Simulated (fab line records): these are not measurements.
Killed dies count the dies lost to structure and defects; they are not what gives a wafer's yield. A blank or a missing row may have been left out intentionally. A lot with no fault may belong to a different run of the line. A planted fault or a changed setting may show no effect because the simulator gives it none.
Chamber matching ; flow n5-finfet ; 4 sister chambers for N5_BEOL_M6_DESCUM_16 on rie-diel-04
The step chemistry O2, time 7.9 s. 4 wafers are shown with their chamber, then 9 later ones without.

== EACH WAFER AND ITS CHAMBER ==
wafer;chamber;drypump-motor-current-A (A)
L085.4;0;5.5
L090.1;2;5.6
L090.2;3;5.7
L090.3;1;6.2

== WAFERS WITH NO CHAMBER GIVEN ==
wafer;drypump-motor-current-A (A)
L092.1;6.2
L092.2;5.6
L092.3;5.5
L091.1;5.6
L091.4;5.7
L091.6;6.2
L097.1;5.7
L097.4;5.5
L097.6;6.1

== THE CHAMBER EACH PASSED THROUGH ==
wafer;from the rows above;in truth
L092.1;1;1
L092.2;2;2
L092.3;0;0
L091.1;2;2
L091.4;3;3
L091.6;1;1
L097.1;3;3
L097.4;0;0
L097.6;1;1
Placed correctly: 9 of 9. Number that these rows cannot place: 0. Placed wrongly: 0.
How it was worked out, from the rows above alone: a wafer's distance from a chamber is the root of the sum, over the readings, of the square of ((its reading less the chamber's mean) divided by the reading's scatter). If the next closest chamber is less than 2 further off than the closest, the wafer can't be placed; otherwise it belongs to the closest. The mean given for a chamber averages the wafers shown for that chamber. The scatter: root of mean squared gap, hidden wafer to nearest shown wafer, with one shown wafer a chamber.
